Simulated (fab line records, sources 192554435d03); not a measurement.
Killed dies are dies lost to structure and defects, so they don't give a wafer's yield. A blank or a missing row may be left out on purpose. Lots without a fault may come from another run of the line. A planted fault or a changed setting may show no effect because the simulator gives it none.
Chamber matching | flow n5_finfet | N5_BEOL_M1_ETCHBACK_99 on rie_diel-03: 4 sister chambers
The step etches SiO2 in CHF3, target depth 5 nm, time 10.4 s. 16 wafers are shown with their chamber, then 8 later ones without.

WAFERS WITH THEIR CHAMBER
wafer  | chamber | showerhead_plenum_p_Torr (Torr) | drypump_motor_current_A (A) | throttle_valve_pct (%)
L077.1 | 0       | 2.21                            | 5.4                         | 16.98
L077.3 | 1       | 2.24                            | 5.4                         | 16.94
L077.5 | 1       | 2.24                            | 5.4                         | 16.94
L079.1 | 0       | 2.21                            | 5.4                         | 17.00
L079.4 | 1       | 2.24                            | 5.4                         | 16.95
L079.6 | 2       | 2.23                            | 5.1                         | 16.94
L083.1 | 2       | 2.23                            | 5.2                         | 16.94
L083.2 | 0       | 2.21                            | 5.4                         | 16.98
L083.4 | 1       | 2.23                            | 5.4                         | 16.95
L084.3 | 2       | 2.23                            | 5.1                         | 16.95
L084.5 | 1       | 2.23                            | 5.4                         | 16.96
L084.6 | 2       | 2.23                            | 5.1                         | 16.95
L086.1 | 1       | 2.23                            | 5.4                         | 16.95
L086.2 | 2       | 2.23                            | 5.1                         | 16.96
L086.4 | 3       | 1.99                            | 5.2                         | 16.90
L088.2 | 2       | 2.23                            | 5.1                         | 16.98

SIGNATURES (means of the wafers above)
reading                  | chamber 0 | chamber 1 | chamber 2 | chamber 3 | scatter within a chamber
showerhead_plenum_p_Torr | 2.2100    | 2.2350    | 2.2300    | 1.9900    | 0.00354
drypump_motor_current_A  | 5.400     | 5.400     | 5.117     | 5.200     | 0.0264
throttle_valve_pct       | 16.9867   | 16.9483   | 16.9533   | 16.9000   | 0.0118
Rule: a wafer's distance from a chamber is the root of the sum, over the readings, of the square of ((its reading less the chamber's mean) divided by the reading's scatter). The wafer belongs to the nearest chamber; if the next one is less than 2 further off, it can't be placed. The scatter: the root of (the sum of the squares of (reading less its chamber's mean) over the shown wafers, divided by (wafers less chambers)).

WAFERS WITHOUT THEIR CHAMBER
wafer  | showerhead_plenum_p_Torr (Torr) | drypump_motor_current_A (A) | throttle_valve_pct (%)
L088.3 | 1.98                            | 5.3                         | 16.89
L088.5 | 2.21                            | 5.3                         | 17.02
L095.1 | 2.23                            | 5.5                         | 16.99
L095.3 | 2.20                            | 5.4                         | 17.03
L095.4 | 2.23                            | 5.4                         | 17.02
L097.1 | 2.22                            | 5.2                         | 16.99
L097.4 | 2.22                            | 5.2                         | 16.99
L097.5 | 2.22                            | 5.5                         | 17.03

WHICH CHAMBER EACH WENT THROUGH
wafer  | from the rows above     | in truth
L088.3 | 3                       | 3
L088.5 | 0                       | 0
L095.1 | can't be placed: 1 or 0 | 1
L095.3 | 0                       | 0
L095.4 | can't be placed: 1 or 0 | 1
L097.1 | 2                       | 2
L097.4 | 2                       | 2
L097.5 | 0                       | 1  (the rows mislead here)
Placed correctly: 5 of 8. Can't be placed from these rows: 2 (the true chamber is among the candidates in 2). Placed wrongly: 1.
